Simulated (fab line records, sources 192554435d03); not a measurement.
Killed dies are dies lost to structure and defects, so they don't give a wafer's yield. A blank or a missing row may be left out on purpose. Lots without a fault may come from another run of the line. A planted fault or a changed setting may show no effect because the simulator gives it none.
Split-lot experiment | flow n5_finfet | 7 lots, 21 wafers read, on a route of 1938 steps

THE SPLIT
At N5_FIN_SAQP_PECVD_48 (deposits SiNx from SiH4/NH3/N2, target thk 25 nm, time 22.1 s), the setting time_s was moved away from the recipe's 22.1 s on 12 of the 21 wafers read, by -13.6% to +14.4%. The other wafers ran this setting at the recipe's value.

FROM THE SPLIT TO THE READING: what the file shows between them, 12 steps
- N5_FIN_SAQP_COAT_10: resist thk 90 nm (also split here: spin_rpm)
- N5_FIN_SAQP_EBR_12
- N5_FIN_SAQP_SOFTBAKE_11: time 60 s
- N5_FIN_SAQP_DESCUM_21: chemistry O2, time 7.9 s
- N5_FIN_SAQP_ETCH_51: etches SiARC in CF4, target depth 45.5 nm, time 75.8 s
- N5_FIN_SAQP_ETCH_52: etches SOC in N2/H2, target depth 100 nm, overetch 20 nm, time 150 s
- N5_FIN_SAQP_HM_OPEN_73: chemistry CHF3/O2, target SiO2, stops on a-Si, target depth 12 nm, time 16.8 s
- N5_FIN_SAQP_STRIP_74: strips in CHF3/O2
- N5_FIN_SAQP_MANDREL_ETCH_22: etches a-Si in HBr/Cl2, stops on SiNx, target depth 60 nm, bt time 10 s, time 30 s
- N5_FIN_SAQP_STRIP_55: strips in N2/H2
- N5_FIN_SAQP_STRIP_23: strips in SPM, time 750 s
- N5_FIN_SAQP_MANDREL1_REMOVE_56: chemistry HBr/Cl2/O2, target a-Si, stops on SiNx, bt time 10 s

THE READING
etch.depth_nm (the simulator's own value, which no gauge read), in nm, at N5_FIN_SAQP_ETCH_57 (etches SiNx in CH3F/O2, target depth 32.5 nm, time 46.4 s). The file gives no usual value for it. The 9 wafers here that ran the recipe average 24.72 nm, standard deviation 0.39 nm.

wafer  | tool, chamber at the split | time_s as run, s | against the recipe | etch.depth_nm, nm | against lot-mates on the recipe
L076.1 | pecvd-02, 0                | 22.1             | recipe             | 24.42             | -
L076.2 | pecvd-02, 1                | 22.1             | recipe             | 24.06             | -
L076.6 | pecvd-02, 1                | 22.1             | recipe             | 24.58             | -
L078.1 | pecvd-01, 0                | 22.1             | recipe             | 24.27             | -
L078.4 | pecvd-01, 0                | 21.25            | -3.8%              | 24.25             | -0.38
L078.5 | pecvd-01, 2                | 22.1             | recipe             | 25                | -
L081.3 | pecvd-02, 1                | 24.47            | +10.7%             | 27.8              | +2.73
L081.4 | pecvd-02, 0                | 22.1             | recipe             | 25.07             | -
L081.6 | pecvd-02, 2                | 24.47            | +10.7%             | 28.13             | +3.06
L084.1 | pecvd-03, 2                | 24.97            | +13.0%             | 27.9              | +2.82
L084.4 | pecvd-03, 1                | 24.97            | +13.0%             | 27.67             | +2.59
L084.6 | pecvd-03, 0                | 22.1             | recipe             | 25.08             | -
L085.2 | pecvd-02, 1                | 22.1             | recipe             | 25.23             | -
L085.5 | pecvd-02, 2                | 25.29            | +14.4%             | 29.19             | +3.96
L085.6 | pecvd-02, 1                | 25.29            | +14.4%             | 29.54             | +4.31
L088.1 | pecvd-02, 0                | 19.1             | -13.6%             | 21.04             | no lot-mate on the recipe
L088.5 | pecvd-02, 0                | 19.1             | -13.6%             | 21.45             | no lot-mate on the recipe
L088.6 | pecvd-02, 2                | 19.1             | -13.6%             | 21.74             | no lot-mate on the recipe
L090.1 | pecvd-03, 0                | 22.1             | recipe             | 24.81             | -
L090.2 | pecvd-03, 1                | 20.6             | -6.8%              | 22.32             | -2.49
L090.5 | pecvd-03, 2                | 20.6             | -6.8%              | 23.29             | -1.52

THE FIT
A straight line over all 21 wafers: etch.depth_nm changes by +0.27 nm for each +1% of time_s; r = +0.98; the points scatter about the line by 0.48 nm.
The same after taking each lot's own level away (the mean of its wafers on the recipe; 18 wafers): +0.257 nm for each +1%; r = +0.98; scatter 0.41 nm.
On that fit, the largest move of time_s shifts the reading by 3.7 nm.
The lots' own levels span 24.353 to 25.230 nm, that is 2.3 times the standard deviation above.
So the lot-to-lot level changes the slope little: the two slopes agree.
Check: with one of the wafers moved furthest among these (+14.4%) left out of the fit, the line predicts +3.65 nm for it against its lot-mates. It came out at +3.96 nm against them.

OTHER SPLITS ON THESE WAFERS
These wafers also went through other splits before the reading. Each is held against what the fit with the lots' levels taken away leaves over:
other split on the same wafers | wafers away from the commonest value | r with etch.depth_nm (lot level and that fit taken away)
N5_FIN_SAQP_COAT_10 spin_rpm   | 7                                    | -0.09

THE WHOLE CHAIN: every reading that the file lists as answering this split, in the file's order
step                        | what it does                                                                       | reading                                                                           | change (the file's fit)               | r (the file's)
N5_FIN_SAQP_PECVD_48        | deposits SiNx from SiH4/NH3/N2, target thk 25 nm, time 22.1 s                      | SiNx_of_FIN_SAQP_PECVD_48.thk_nm (the simulator's own value, which no gauge read) | +0.254 nm for each +1% of the setting | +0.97
N5_FIN_SAQP_MANDREL_ETCH_22 | etches a-Si in HBr/Cl2, stops on SiNx, target depth 60 nm, bt time 10 s, time 30 s | SiNx_of_FIN_SAQP_PECVD_48.thk_nm (the simulator's own value, which no gauge read) | +0.255 nm for each +1% of the setting | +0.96
N5_FIN_SAQP_ETCH_57         | etches SiNx in CH3F/O2, target depth 32.5 nm, time 46.4 s                          | etch_rf_on_time_s                                                                 | withheld for each +1% of the setting  | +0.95
N5_FIN_SAQP_ETCH_57         | etches SiNx in CH3F/O2, target depth 32.5 nm, time 46.4 s                          | etch.depth_nm (the simulator's own value, which no gauge read)                    | +0.255 nm for each +1% of the setting | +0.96

THE FILE'S OWN FIT
etch.depth_nm changes by +0.255 nm for each +1% of time_s, r = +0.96.
